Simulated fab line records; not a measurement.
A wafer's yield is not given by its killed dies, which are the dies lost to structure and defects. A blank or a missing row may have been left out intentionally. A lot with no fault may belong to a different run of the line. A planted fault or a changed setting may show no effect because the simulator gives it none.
Matching of chambers	flow nandHarc	NHARC_THIN_TSV_DEP_47 on pecvd-04: 3 sister chambers
The step deposits SiO2, target thk 200 nm. 14 wafers are shown with their chamber, then 7 later ones without.

WAFERS PAIRED WITH THEIR CHAMBERS
wafer	chamber	throttleValvePct (%)	rfFwdPowerW (W)
L352.2	1	16.1	902.9
L352.3	2	16.1	895.2
L352.4	1	15.9	900.8
L358.1	0	15.7	900.6
L358.3	2	15.9	900.6
L358.6	2	15.9	899.8
L360.1	2	16.1	899.9
L360.2	0	15.1	896.9
L360.5	1	15.7	900.3
L362.3	1	15.5	899.7
L362.5	2	16.1	896.1
L362.6	1	15.5	897.6
L364.1	1	15.8	898.4
L364.5	2	16.2	895.0

SIGNATURES (averages over the wafers above)
reading	chamber 0	chamber 1	chamber 2	scatter within a chamber
throttleValvePct	15.400	15.750	16.050	0.22
rfFwdPowerW	898.750	899.950	897.767	2.3
Rule: distance of a wafer from a chamber = root of the sum over the readings of ((wafer's reading minus chamber's mean) / reading's scatter) squared. If the next closest chamber is less than 2 further off than the closest, the wafer can't be placed; otherwise it belongs to the closest. How the scatter is found: for the shown wafers, subtract from each reading the mean of its chamber, square and add these, divide the total by (wafers less chambers), then take the root.

WAFERS WITH NO CHAMBER GIVEN
wafer	throttleValvePct (%)	rfFwdPowerW (W)
L364.6	15.6	896.6
L369.1	15.7	894.2
L369.5	16.1	894.9
L369.6	15.6	895.8
L374.2	15.8	893.6
L374.4	16.2	898.0
L374.5	15.7	898.7

EACH ONE'S CHAMBER
wafer	from the rows above	in truth
L364.6	can't be placed: 0 or 1 or 2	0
L369.1	can't be placed: 2 or 0 or 1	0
L369.5	can't be placed: 2 or 1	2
L369.6	can't be placed: 0 or 1 or 2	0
L374.2	can't be placed: 2 or 1 or 0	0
L374.4	can't be placed: 2 or 1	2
L374.5	can't be placed: 1 or 0 or 2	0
0 of 7 placed correctly. Unplaceable from these rows: 7, with the true chamber sitting among the candidates in 7. Number placed wrongly: 0.
